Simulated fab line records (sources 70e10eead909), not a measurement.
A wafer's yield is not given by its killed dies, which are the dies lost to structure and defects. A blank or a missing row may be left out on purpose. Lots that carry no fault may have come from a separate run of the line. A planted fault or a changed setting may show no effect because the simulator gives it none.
A lot that was struck, set against a sound lot | flow nandHarc | 13 out of 1159 route steps
Sound: the wafers L756.1, L756.3, L756.5. Struck: wafers L766.1, L766.6 (left out: L766.4, a lot-mate that was not struck); the cause follows at the end.
Order at every step that has rows: each side's tool, ch and its chambers, its first start. Under that, the readings that differ: sound wafers | struck wafers | difference of the means | sigmas: that difference in standard deviations of wafers without a fault.
alike: words and numbers the same on both sides, and readings whose means are apart by under 2 such deviations; not compared: readings that were withheld, readings missing a value for some wafer, numbers with overlapping values and no deviation given by the record, and bounds like >300 which may hide the same value.
A row with sigmas, a row that says differs or no value, or rows on one side alone: a step with any of these is where the two part. Numbers that have no deviation but don't overlap get no sigmas and don't part them. A reading that every wafer of one side lacks parts them only if that side has two wafers or more.

first, 4 steps without rows for these wafers: NHARC_A_STAIRCASE_PEB_07 (peb time 130 s); NHARC_A_STAIRCASE_DEVELOP_08 (time 140 s); NHARC_A_STAIRCASE_HARDBAKE_10 (time 140 s); NHARC_A_STAIRCASE_DESCUM_11 (chemistry O2, time 3 s).
NHARC_A_STAIRCASE_TRIM_12: chemistry O2, time 211.2 s.
  sound on rieDiel-11 ch 0,2,3, day 13 01:43; struck on rieDiel-09 ch 3, day 15 12:17
reading                      | sound          | struck    | difference | sigmas
showerheadPlenumPTorr (Torr) | 3.62 3.79 3.79 | 3.32 3.32 | -0.41      | -3
  alike: drypumpMotorCurrentA, oesProductAu, rfVppV, throttleValvePct
  not compared: rfHoursCounterH
NHARC_A_STAIRCASE_ETCH_13: etches the open film in C4F8/O2, target depth 100 nm, time 40.5 s.
  sound: rieDiel-11 ch 0,2; struck: rieDiel-09 ch 1,2
  alike: oesProductAu, rfFwdPowerW, rfVppV
  not compared: rfHoursCounterH
then, 1 step without rows for these wafers: NHARC_A_STAIRCASE_TRIM_14 (chemistry O2, time 211.2 s).
NHARC_A_STAIRCASE_ETCH_15: etches the open film in C4F8/O2, target depth 100 nm, time 40.5 s.
  sound: rieDiel-11 ch 1,2,3; struck: rieDiel-09 ch 1,3
  alike: oesProductAu, rfFwdPowerW, rfVppV
  not compared: rfHoursCounterH
NHARC_A_STAIRCASE_TRIM_16: chemistry O2, time 211.2 s.
  sound: rieDiel-11 ch 1,2; struck: rieDiel-09 ch 0,1
reading              | sound                | struck        | difference | sigmas
throttleValvePct (%) | 17.038 17.045 17.036 | 17.021 17.020 | -0.019     | -2
  alike: drypumpMotorCurrentA, oesProductAu, rfVppV, showerheadPlenumPTorr
  not compared: rfHoursCounterH
NHARC_A_STAIRCASE_ETCH_17: etches the open film in C4F8/O2, target depth 100 nm, time 40.5 s.
  sound: rieDiel-11 ch 0,1,3; struck: rieDiel-09 ch 0,3
reading             | sound             | struck      | difference | sigmas
oesProductAu (a.u.) | 0.908 0.928 0.925 | 0.970 0.929 | +0.029     | +2
  alike: rfFwdPowerW, rfVppV
  not compared: rfHoursCounterH
then, 1 step without rows for these wafers: NHARC_A_STAIRCASE_TRIM_18 (chemistry O2, time 211.2 s).
NHARC_A_STAIRCASE_ETCH_19: etches the open film in C4F8/O2, target depth 100 nm, time 40.5 s.
  sound on rieDiel-11 ch 1,2,3, day 13 02:35; struck on rieDiel-09 ch 0,2, day 15 13:49
reading             | sound             | struck      | difference | sigmas
oesProductAu (a.u.) | 0.940 0.946 0.936 | 1.120 1.118 | +0.178     | +16
  alike: rfFwdPowerW, rfVppV
  not compared: rfHoursCounterH
-- break in the record here, with 9 days between the starts of the struck wafers on either side (left off in module A_STAIRCASE, picked up again in module END, where the first step shown is number 1159 on the route) --
NHARC_END_SORT_01:
  only the struck wafers appear in the record here, on prober-01 ch 0 at day 24 03:14; the sound ones have no rows

## WHERE THEY PART
Earliest at NHARC_A_STAIRCASE_TRIM_12; latest, in this record, at NHARC_END_SORT_01.

WHY: what the simulator had put in
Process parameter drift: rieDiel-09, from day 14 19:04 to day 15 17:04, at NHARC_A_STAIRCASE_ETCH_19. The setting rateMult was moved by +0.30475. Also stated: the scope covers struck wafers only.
